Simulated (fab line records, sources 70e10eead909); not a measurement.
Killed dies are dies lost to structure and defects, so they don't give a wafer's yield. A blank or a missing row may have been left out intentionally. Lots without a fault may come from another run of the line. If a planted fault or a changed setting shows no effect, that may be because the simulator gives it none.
Chamber matching | flow nand harc | NHARC_THIN_TSV_DEP_47 on pecvd-02 has 3 sister chambers
The step deposits SiO2, target thk 200 nm. 6 wafers are shown with their chamber, then 8 later ones without.

## WAFERS PAIRED WITH THEIR CHAMBERS
wafer  | chamber | throttle valve pct (%)
L357.2 | 2       | 15.7
L357.5 | 2       | 15.5
L359.3 | 1       | 16.2
L359.4 | 0       | 16.3
L359.5 | 1       | 16.3
L361.2 | 0       | 16.5

## WAFERS WHOSE CHAMBER IS MISSING
wafer  | throttle valve pct (%)
L361.3 | 16.1
L361.5 | 16.2
L367.4 | 15.4
L367.5 | 15.6
L367.6 | 15.5
L372.1 | 15.5
L372.4 | 15.9
L372.5 | 15.8

## WHICH CHAMBER EACH WENT THROUGH
wafer  | from the rows above          | in truth
L361.3 | can't be placed: 1 or 0      | 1
L361.5 | can't be placed: 1 or 0      | 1
L367.4 | 2                            | 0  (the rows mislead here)
L367.5 | 2                            | 2
L367.6 | 2                            | 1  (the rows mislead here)
L372.1 | 2                            | 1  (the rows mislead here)
L372.4 | can't be placed: 2 or 1 or 0 | 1
L372.5 | 2                            | 2
Correct placement for 2 of the 8. From these rows, 3 cannot be placed; in 3 the true chamber is one of the candidates. Wrongly placed: 3.
How it was worked out, from the rows above alone: a wafer's distance from a chamber is the root of the sum, over the readings, of the square of ((its reading less the chamber's mean) divided by the reading's scatter). The wafer belongs to the nearest chamber; if the next one is less than 2 further off, it can't be placed. The mean given for a chamber averages the wafers shown for that chamber. How the scatter is found: for the shown wafers, subtract from each reading the mean of its chamber, square and add these, divide the total by (wafers less chambers), then take the root.
